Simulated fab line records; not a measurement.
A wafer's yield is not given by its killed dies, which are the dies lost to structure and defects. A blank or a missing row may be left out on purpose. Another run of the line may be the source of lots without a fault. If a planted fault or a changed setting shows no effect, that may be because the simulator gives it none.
Which of the tools did it? | flow n5Finfet | 22 lots, 66 wafers sampled, at 6 steps of a route of 1938

== WHAT THE GAUGES READ, wafer by wafer ==
N5_BEOL_M0_SAQP_CD_MEAS_40: the cd target is 30 nm. Usual: cdNm reads 29.94 nm (standard deviation 0.25).
lot  | measured     | on       | cdNm (nm)         | flag
L074 | day 5 15:12  | cdSem-02 | 29.87 29.82 30.00 | 
L075 | day 5 21:56  | cdSem-01 | 30.09 29.60 29.41 | 
L076 | day 6 07:43  | cdSem-03 | 30.02 29.88 29.69 | 
L077 | day 6 10:21  | cdSem-01 | 29.67 29.62 30.01 | 
L078 | day 6 16:09  | cdSem-02 | 29.86 29.97 29.66 | 
L079 | day 6 20:22  | cdSem-02 | 29.84 30.28 29.71 | 
L080 | day 7 05:01  | cdSem-01 | 29.76 30.03 30.02 | 
L081 | day 7 16:28  | cdSem-02 | 30.12 30.14 30.01 | 
L083 | day 7 21:22  | cdSem-02 | 30.03 30.27 30.06 | 
L084 | day 8 03:02  | cdSem-03 | 30.01 30.05 29.95 | 
L085 | day 8 17:22  | cdSem-03 | 30.24 30.53 30.11 | 
L086 | day 8 20:23  | cdSem-01 | 30.64 29.86 30.00 | 
L087 | day 8 22:08  | cdSem-02 | 30.01 29.57 29.77 | 
L089 | day 9 08:26  | cdSem-03 | 29.98 29.99 29.63 | 
L088 | day 9 14:49  | cdSem-02 | 30.15 30.11 29.41 | 
L090 | day 9 19:07  | cdSem-01 | 30.30 30.06 29.94 | 
L091 | day 9 21:02  | cdSem-03 | 30.06 30.15 30.22 | 
L092 | day 10 06:07 | cdSem-02 | 29.49 30.04 30.09 | 
L093 | day 10 09:22 | cdSem-03 | 30.35 29.59 29.82 | 
L094 | day 10 17:36 | cdSem-03 | 30.45 30.35 29.86 | 
L095 | day 11 05:49 | cdSem-01 | 30.01 29.79 29.65 | 
L097 | day 11 11:29 | cdSem-03 | 30.13 30.09 29.68 | 

== EACH LOT AND THE TOOL THAT RAN IT (in order: tool; ch and the chambers of the sampled wafers; start) ==
lot  | N5_MOL_CONTACT_COAG_ETCH_89       | N5_MOL_CONTACT_COAG_ETCH_47       | N5_MOL_CONTACT_COAG_STRIP_119       | N5_MOL_CONTACT_COAG_STRIP_49        | N5_MOL_CONTACT_COAG_CVD_140
L074 | rieDiel-05 ch 1,2,3, day 5 01:01  | rieDiel-04 ch 0,1,3, day 5 01:41  | plasmaAsher-02 ch 0,1, day 5 01:46  | plasmaAsher-02 ch 0,1, day 5 04:49  | cvdW-01 ch 0,1, day 5 05:06
L075 | rieDiel-05 ch 0,1,2, day 5 07:10  | rieDiel-03 ch 0,1,2, day 5 07:47  | plasmaAsher-02 ch 0,1, day 5 07:52  | plasmaAsher-01 ch 0,1, day 5 09:19  | cvdW-01 ch 0,1, day 5 09:35
L076 | rieDiel-03 ch 0,1, day 5 19:42    | rieDiel-03 ch 0,1,3, day 5 20:34  | plasmaAsher-01 ch 0,1, day 5 20:38  | plasmaAsher-01 ch 0,1, day 5 22:10  | cvdW-02 ch 0,1, day 5 22:27
L077 | rieDiel-05 ch 0,1,2, day 5 21:56  | rieDiel-03 ch 0,1, day 5 22:38    | plasmaAsher-02 ch 0,1, day 5 22:43  | plasmaAsher-01 ch 0,1, day 5 23:59  | cvdW-01 ch 0,1, day 6 00:16
L078 | rieDiel-03 ch 2,3, day 6 05:08    | rieDiel-04 ch 1,2,3, day 6 05:41  | plasmaAsher-02 ch 0,1, day 6 05:46  | plasmaAsher-02 ch 0,1, day 6 07:08  | cvdW-01 ch 0,1, day 6 07:25
L079 | rieDiel-04 ch 1,3, day 6 07:43    | rieDiel-04 ch 0,1,3, day 6 08:16  | plasmaAsher-02 ch 0,1, day 6 08:20  | plasmaAsher-02 ch 0,1, day 6 09:36  | cvdW-01 ch 0,1, day 6 09:53
L080 | rieDiel-03 ch 1,2,3, day 6 17:33  | rieDiel-03 ch 0,2,3, day 6 18:06  | plasmaAsher-01 ch 0,1, day 6 18:12  | plasmaAsher-02 ch 0,1, day 6 19:46  | cvdW-02 ch 0,1, day 6 20:06
L081 | rieDiel-03 ch 0,1,2, day 7 03:46  | rieDiel-04 ch 1,3, day 7 04:30    | plasmaAsher-01 ch 0,1, day 7 04:36  | plasmaAsher-02 ch 0,1, day 7 05:53  | cvdW-02 ch 0,1, day 7 06:14
L083 | rieDiel-03 ch 0,3, day 7 08:49    | rieDiel-05 ch 1,2,3, day 7 09:22  | plasmaAsher-01 ch 0,1, day 7 09:26  | plasmaAsher-01 ch 0,1, day 7 10:43  | cvdW-02 ch 1, day 7 10:59
L084 | rieDiel-03 ch 0,3, day 7 14:08    | rieDiel-03 ch 0,2,3, day 7 14:41  | plasmaAsher-02 ch 0,1, day 7 14:46  | plasmaAsher-02 ch 0,1, day 7 16:28  | cvdW-01 ch 0,1, day 7 16:44
L085 | rieDiel-05 ch 0,1, day 8 03:19    | rieDiel-04 ch 1,3, day 8 03:56    | plasmaAsher-02 ch 0,1, day 8 04:01  | plasmaAsher-02 ch 0,1, day 8 05:57  | cvdW-01 ch 0,1, day 8 06:14
L086 | rieDiel-04 ch 1,3, day 8 04:02    | rieDiel-04 ch 1,2,3, day 8 04:38  | plasmaAsher-02 ch 0,1, day 8 04:43  | plasmaAsher-01 ch 0,1, day 8 06:40  | cvdW-02 ch 0,1, day 8 06:56
L087 | rieDiel-04 ch 2,3, day 8 09:35    | rieDiel-03 ch 0,3, day 8 10:08    | plasmaAsher-02 ch 0,1, day 8 10:13  | plasmaAsher-01 ch 0,1, day 8 12:42  | cvdW-01 ch 0,1, day 8 12:58
L089 | rieDiel-03 ch 0,1,2, day 8 20:31  | rieDiel-04 ch 0,2,3, day 8 21:17  | plasmaAsher-02 ch 0,1, day 8 21:22  | plasmaAsher-02 ch 0,1, day 8 22:47  | cvdW-01 ch 0,1, day 8 23:10
L088 | rieDiel-05 ch 0,1,2, day 9 03:15  | rieDiel-03 ch 1,3, day 9 03:47    | plasmaAsher-02 ch 0,1, day 9 03:53  | plasmaAsher-02 ch 0,1, day 9 05:13  | cvdW-01 ch 0,1, day 9 05:31
L090 | rieDiel-03 ch 1,2,3, day 9 03:58  | rieDiel-05 ch 1,2, day 9 04:31    | plasmaAsher-02 ch 0,1, day 9 04:37  | plasmaAsher-02 ch 0,1, day 9 06:09  | cvdW-02 ch 0,1, day 9 06:29
L091 | rieDiel-05 ch 1,3, day 9 07:01    | rieDiel-05 ch 2,3, day 9 07:33    | plasmaAsher-02 ch 0,1, day 9 07:38  | plasmaAsher-02 ch 0,1, day 9 08:59  | cvdW-02 ch 0,1, day 9 09:16
L092 | rieDiel-04 ch 0,1, day 9 18:18    | rieDiel-05 ch 1,3, day 9 19:10    | plasmaAsher-02 ch 1, day 9 19:14    | plasmaAsher-02 ch 0,1, day 9 20:34  | cvdW-01 ch 0, day 9 20:50
L093 | rieDiel-05 ch 0,1, day 9 22:04    | rieDiel-03 ch 0,1,3, day 9 22:40  | plasmaAsher-01 ch 0,1, day 9 22:45  | plasmaAsher-01 ch 1, day 10 00:10   | cvdW-02 ch 0,1, day 10 00:27
L094 | rieDiel-03 ch 0,2,3, day 10 01:50 | rieDiel-04 ch 1,2, day 10 02:27   | plasmaAsher-02 ch 0,1, day 10 02:32 | plasmaAsher-02 ch 0,1, day 10 04:07 | cvdW-02 ch 0,1, day 10 04:23
L095 | rieDiel-05 ch 2,3, day 10 16:49   | rieDiel-04 ch 2,3, day 10 17:21   | plasmaAsher-02 ch 0,1, day 10 17:27 | plasmaAsher-01 ch 0,1, day 10 19:02 | cvdW-01 ch 0,1, day 10 19:22
L097 | rieDiel-04 ch 0,2,3, day 10 22:54 | rieDiel-05 ch 1,2,3, day 10 23:26 | plasmaAsher-02 ch 0,1, day 10 23:31 | plasmaAsher-01 ch 0,1, day 11 00:49 | cvdW-02 ch 0,1, day 11 01:05
- N5_MOL_CONTACT_COAG_ETCH_89: etches underlayer in N2/H2, target depth 13 nm, time 10.4 s.
- N5_MOL_CONTACT_COAG_ETCH_47: etches SiNx in CH3F/O2, stops on W, target depth 27 nm.
- N5_MOL_CONTACT_COAG_STRIP_119: strips in N2/H2, time 30 s.
- N5_MOL_CONTACT_COAG_STRIP_49: strips in N2/H2, time 30 s.
- N5_MOL_CONTACT_COAG_CVD_140: deposits W, target thk 66.5 nm, time 215 s.

== WHAT THE TOOLS THEMSELVES READ (means of the sampled wafers that have a number; where no wafer has one, the mark that the record gives instead) ==
N5_MOL_CONTACT_COAG_ETCH_89. Usual: biasW 150.0 W, standard deviation 0.46; chamberPressureMTorr 29.999 mTorr, standard deviation 0.029; drypumpMotorCurrentA 5.9 A, standard deviation 0.47; etchRfOnTimeS 10.40 s, standard deviation 0.24; oesProductAu 0.65 a.u., standard deviation 0.075; rfFwdPowerW 819.3 W, standard deviation 2.6; rfVppV 523.3 V, standard deviation 2.5; showerheadPlenumPTorr 2.52 Torr, standard deviation 0.072; throttleValvePct 17.85 %, standard deviation 0.26.
lot  | tool       | biasW (W) | chamberPressureMTorr (mTorr) | drypumpMotorCurrentA (A) | etchRfOnTimeS (s) | oesProductAu (a.u.) | rfFwdPowerW (W) | rfVppV (V) | showerheadPlenumPTorr (Torr) | throttleValvePct (%) | flag
L074 | rieDiel-05 | 150.0     | 30.029                       | 5.7                      | 10.66             | 0.61                | 815.9           | 523.8      | 2.52                         | 17.78                | 
L075 | rieDiel-05 | 149.8     | 30.001                       | 5.6                      | 10.45             | 0.61                | 818.9           | 521.6      | 2.46                         | 17.87                | 
L076 | rieDiel-03 | 149.9     | 29.997                       | 5.8                      | 10.32             | 0.68                | 820.0           | 523.1      | 2.51                         | 17.72                | 
L077 | rieDiel-05 | 150.0     | 30.005                       | 5.6                      | 10.61             | 0.60                | 819.5           | 521.0      | 2.46                         | 17.88                | 
L078 | rieDiel-03 | 150.1     | 30.038                       | 5.7                      | 10.33             | 0.74                | 820.3           | 522.4      | 2.54                         | 18.00                | 
L079 | rieDiel-04 | 150.0     | 29.977                       | 6.1                      | 10.31             | 0.67                | 820.0           | 523.8      | 2.52                         | 17.63                | 
L080 | rieDiel-03 | 150.3     | 29.998                       | 6.0                      | 10.18             | 0.72                | 818.1           | 523.4      | 2.54                         | 17.92                | 
L081 | rieDiel-03 | 149.9     | 29.992                       | 6.0                      | 10.19             | 0.66                | 819.0           | 524.8      | 2.54                         | 17.94                | 
L083 | rieDiel-03 | 150.1     | 29.974                       | 5.5                      | 10.26             | 0.72                | 819.0           | 522.2      | 2.51                         | 17.82                | 
L084 | rieDiel-03 | 150.1     | 29.989                       | 5.4                      | 10.28             | 0.67                | 819.8           | 522.8      | 2.51                         | 17.83                | 
L085 | rieDiel-05 | 150.2     | 29.980                       | 5.6                      | 10.57             | 0.59                | 817.5           | 521.3      | 2.45                         | 17.82                | 
L086 | rieDiel-04 | 150.1     | 29.974                       | 6.1                      | 10.24             | 0.66                | 820.2           | 523.3      | 2.51                         | 17.66                | 
L087 | rieDiel-04 | 150.3     | 30.017                       | 6.2                      | 10.36             | 0.65                | 817.3           | 521.7      | 2.47                         | 17.82                | 
L089 | rieDiel-03 | 150.3     | 30.014                       | 6.0                      | 10.34             | 0.65                | 819.9           | 523.7      | 2.53                         | 17.96                | 
L088 | rieDiel-05 | 149.9     | 29.998                       | 5.6                      | 10.60             | 0.59                | 822.6           | 520.5      | 2.45                         | 17.92                | 
L090 | rieDiel-03 | 149.8     | 29.998                       | 6.0                      | 10.16             | 0.70                | 820.8           | 523.4      | 2.53                         | 17.95                | 
L091 | rieDiel-05 | 149.9     | 30.008                       | 5.7                      | 10.64             | 0.60                | 816.1           | 525.6      | 2.58                         | 17.66                | 
L092 | rieDiel-04 | 150.5     | 30.007                       | 6.3                      | 10.46             | 0.58                | 818.8           | 524.9      | 2.61                         | 17.68                | 
L093 | rieDiel-05 | 150.1     | 29.996                       | 5.6                      | 10.46             | 0.58                | 818.6           | 521.4      | 2.45                         | 17.84                | 
L094 | rieDiel-03 | 149.8     | 29.982                       | 5.6                      | 10.38             | 0.65                | 822.1           | 524.2      | 2.53                         | 18.06                | 
L095 | rieDiel-05 | 149.9     | 29.990                       | 6.0                      | 10.39             | 0.68                | 821.6           | 526.3      | 2.64                         | 17.68                | 
L097 | rieDiel-04 | 150.2     | 30.004                       | 6.4                      | 10.53             | 0.61                | 819.7           | 522.9      | 2.52                         | 17.87                | 

N5_MOL_CONTACT_COAG_ETCH_47. Usual: O2_flow_sccm 20.00 sccm, standard deviation 0.058; biasW 72.99 W, standard deviation 0.21; chamberPressureMTorr 30.000 mTorr, standard deviation 0.028; drypumpMotorCurrentA 5.9 A, standard deviation 0.46; etchRfOnTimeS 31.3 s, standard deviation 0.66; oesProductAu 0.67 a.u., standard deviation 0.081; rfFwdPowerW 385.6 W, standard deviation 1.6; rfVppV 295 V, standard deviation 5.3; showerheadPlenumPTorr 1.99 Torr, standard deviation 0.06; throttleValvePct 16.30 %, standard deviation 0.21.
lot  | tool       | O2_flow_sccm (sccm) | biasW (W) | chamberPressureMTorr (mTorr) | drypumpMotorCurrentA (A) | etchRfOnTimeS (s) | oesProductAu (a.u.) | rfFwdPowerW (W) | rfVppV (V) | showerheadPlenumPTorr (Torr) | throttleValvePct (%) | flag
L074 | rieDiel-04 | 20.02               | 72.91     | 30.032                       | 6.3                      | 31.3              | 0.67                | 385.9           | 301        | 2.02                         | 16.11                | 
L075 | rieDiel-03 | 20.03               | 72.80     | 29.992                       | 6.0                      | 31.0              | 0.71                | 385.8           | 296        | 2.01                         | 16.40                | 
L076 | rieDiel-03 | 20.05               | 72.97     | 29.988                       | 5.8                      | 30.6              | 0.77                | 384.9           | 296        | 1.98                         | 16.25                | 
L077 | rieDiel-03 | 19.92               | 73.29     | 29.994                       | 5.8                      | 31.0              | 0.71                | 386.3           | 295        | 1.99                         | 16.27                | 
L078 | rieDiel-04 | 19.99               | 72.95     | 30.006                       | 6.2                      | 31.4              | 0.67                | 385.2           | 298        | 1.99                         | 16.26                | 
L079 | rieDiel-04 | 20.00               | 72.91     | 30.013                       | 6.2                      | 31.6              | 0.66                | 385.9           | 301        | 2.02                         | 16.13                | 
L080 | rieDiel-03 | 19.98               | 72.92     | 29.996                       | 5.6                      | 31.1              | 0.70                | 386.5           | 298        | 2.02                         | 16.54                | 
L081 | rieDiel-04 | 20.05               | 73.17     | 30.011                       | 6.0                      | 31.2              | 0.69                | 388.7           | 302        | 1.98                         | 16.12                | 
L083 | rieDiel-05 | 20.06               | 73.03     | 30.004                       | 5.7                      | 31.7              | 0.63                | 385.6           | 290        | 1.98                         | 16.28                | 
L084 | rieDiel-03 | 20.04               | 72.85     | 30.008                       | 5.6                      | 31.1              | 0.70                | 384.3           | 299        | 2.01                         | 16.54                | 
L085 | rieDiel-04 | 19.99               | 73.13     | 29.988                       | 6.1                      | 31.2              | 0.65                | 384.4           | 299        | 2.01                         | 16.16                | 
L086 | rieDiel-04 | 19.97               | 72.92     | 29.998                       | 6.2                      | 31.0              | 0.66                | 385.2           | 298        | 1.98                         | 16.31                | 
L087 | rieDiel-03 | 19.98               | 73.07     | 29.986                       | 5.4                      | 30.6              | 0.70                | 385.0           | 296        | 1.99                         | 16.42                | 
L089 | rieDiel-04 | 20.01               | 72.91     | 29.994                       | 6.3                      | 32.1              | 0.64                | 385.6           | 299        | 1.98                         | 16.32                | 
L088 | rieDiel-03 | 20.00               | 73.07     | 29.986                       | 5.9                      | 30.5              | 0.78                | 386.9           | 297        | 1.96                         | 16.25                | 
L090 | rieDiel-05 | 19.99               | 72.77     | 30.034                       | 5.3                      | 32.3              | 0.62                | 385.5           | 291        | 1.95                         | 16.31                | 
L091 | rieDiel-05 | 19.95               | 72.98     | 30.004                       | 6.0                      | 31.7              | 0.61                | 383.9           | 291        | 1.94                         | 16.41                | 
L092 | rieDiel-05 | 19.96               | 72.94     | 29.987                       | 5.4                      | 31.9              | 0.62                | 384.8           | 288        | 2.01                         | 16.22                | 
L093 | rieDiel-03 | 20.05               | 72.94     | 29.995                       | 5.8                      | 30.7              | 0.72                | 385.7           | 296        | 1.97                         | 16.30                | 
L094 | rieDiel-04 | 20.00               | 72.93     | 30.006                       | 6.2                      | 31.3              | 0.61                | 385.6           | 295        | 2.02                         | 16.35                | 
L095 | rieDiel-04 | 19.99               | 73.13     | 29.998                       | 6.1                      | 31.2              | 0.67                | 383.5           | 300        | 1.94                         | 16.33                | 
L097 | rieDiel-05 | 19.98               | 73.01     | 29.998                       | 5.7                      | 31.4              | 0.70                | 384.9           | 290        | 2.05                         | 16.19                | 

N5_MOL_CONTACT_COAG_STRIP_119. Usual: drypumpMotorCurrentA 5.8 A, standard deviation 0.69; heaterPowerW 318 W, standard deviation 22.
lot  | tool           | drypumpMotorCurrentA (A) | heaterPowerW (W) | flag
L074 | plasmaAsher-02 | 5.7                      | 314              | 
L075 | plasmaAsher-02 | 5.7                      | 314              | 
L076 | plasmaAsher-01 | 5.4                      | 300              | 
L077 | plasmaAsher-02 | 6.2                      | 319              | 
L078 | plasmaAsher-02 | 5.7                      | 318              | 
L079 | plasmaAsher-02 | 6.2                      | 319              | 
L080 | plasmaAsher-01 | 5.4                      | 304              | 
L081 | plasmaAsher-01 | 5.6                      | 325              | 
L083 | plasmaAsher-01 | 5.4                      | 305              | 
L084 | plasmaAsher-02 | 6.2                      | 322              | 
L085 | plasmaAsher-02 | 6.2                      | 325              | 
L086 | plasmaAsher-02 | 6.2                      | 324              | 
L087 | plasmaAsher-02 | 5.7                      | 314              | 
L089 | plasmaAsher-02 | 6.2                      | 322              | 
L088 | plasmaAsher-02 | 5.7                      | 321              | 
L090 | plasmaAsher-02 | 6.2                      | 320              | 
L091 | plasmaAsher-02 | 6.2                      | 323              | 
L092 | plasmaAsher-02 | 5.2                      | 311              | 
L093 | plasmaAsher-01 | 5.6                      | 331              | 
L094 | plasmaAsher-02 | 5.7                      | 317              | 
L095 | plasmaAsher-02 | 6.2                      | 315              | 
L097 | plasmaAsher-02 | 5.7                      | 309              | 

N5_MOL_CONTACT_COAG_STRIP_49. Usual: drypumpMotorCurrentA 5.7 A, standard deviation 0.61; heaterPowerW 318 W, standard deviation 29.
lot  | tool           | drypumpMotorCurrentA (A) | heaterPowerW (W) | flag
L074 | plasmaAsher-02 | 6.2                      | 319              | 
L075 | plasmaAsher-01 | 5.4                      | 302              | 
L076 | plasmaAsher-01 | 5.6                      | 332              | 
L077 | plasmaAsher-01 | 5.5                      | 332              | 
L078 | plasmaAsher-02 | 5.7                      | 319              | 
L079 | plasmaAsher-02 | 6.2                      | 321              | 
L080 | plasmaAsher-02 | 5.8                      | 313              | 
L081 | plasmaAsher-02 | 6.2                      | 319              | 
L083 | plasmaAsher-01 | 5.4                      | 302              | 
L084 | plasmaAsher-02 | 6.2                      | 320              | 
L085 | plasmaAsher-02 | 5.7                      | 316              | 
L086 | plasmaAsher-01 | 5.4                      | 304              | 
L087 | plasmaAsher-01 | 5.4                      | 305              | 
L089 | plasmaAsher-02 | 5.7                      | 315              | 
L088 | plasmaAsher-02 | 6.2                      | 324              | 
L090 | plasmaAsher-02 | 5.7                      | 316              | 
L091 | plasmaAsher-02 | 6.2                      | 323              | 
L092 | plasmaAsher-02 | 5.7                      | 314              | 
L093 | plasmaAsher-01 | 5.7                      | 356              | 
L094 | plasmaAsher-02 | 5.7                      | 318              | 
L095 | plasmaAsher-01 | 5.4                      | 304              | 
L097 | plasmaAsher-01 | 5.6                      | 331              | 

N5_MOL_CONTACT_COAG_CVD_140. Usual: heaterPowerW reads 478 W (standard deviation 19).
lot  | tool    | heaterPowerW (W) | flag
L074 | cvdW-01 | 464              | 
L075 | cvdW-01 | 478              | 
L076 | cvdW-02 | 476              | 
L077 | cvdW-01 | 462              | 
L078 | cvdW-01 | 471              | 
L079 | cvdW-01 | 464              | 
L080 | cvdW-02 | 497              | 
L081 | cvdW-02 | 496              | 
L083 | cvdW-02 | 471              | 
L084 | cvdW-01 | 463              | 
L085 | cvdW-01 | 467              | 
L086 | cvdW-02 | 495              | 
L087 | cvdW-01 | 466              | 
L089 | cvdW-01 | 466              | 
L088 | cvdW-01 | 474              | 
L090 | cvdW-02 | 496              | 
L091 | cvdW-02 | 498              | 
L092 | cvdW-01 | 457              | 
L093 | cvdW-02 | 487              | 
L094 | cvdW-02 | 495              | 
L095 | cvdW-01 | 464              | 
L097 | cvdW-02 | 487              | 

== THE ANSWER, worked out from the rows above alone ==
Rule: a lot is off if the mean of its wafers that have a number lies more than 3 standard deviations from the usual mean. Also off: a lot with no number at a reading for which 4 or more lots have one. All remaining lots with rows at the step are treated as sound. The gauges are gone through in route order, then the tools' own readings, and for those a lot's mean is taken as printed above. At the first step where some lot is off, the reading lying furthest off is the one used; lots without a number count as furthest.
No lot is off at any reading shown: from this, nothing can be told.

== WHAT THE SIMULATOR PUT IN ==
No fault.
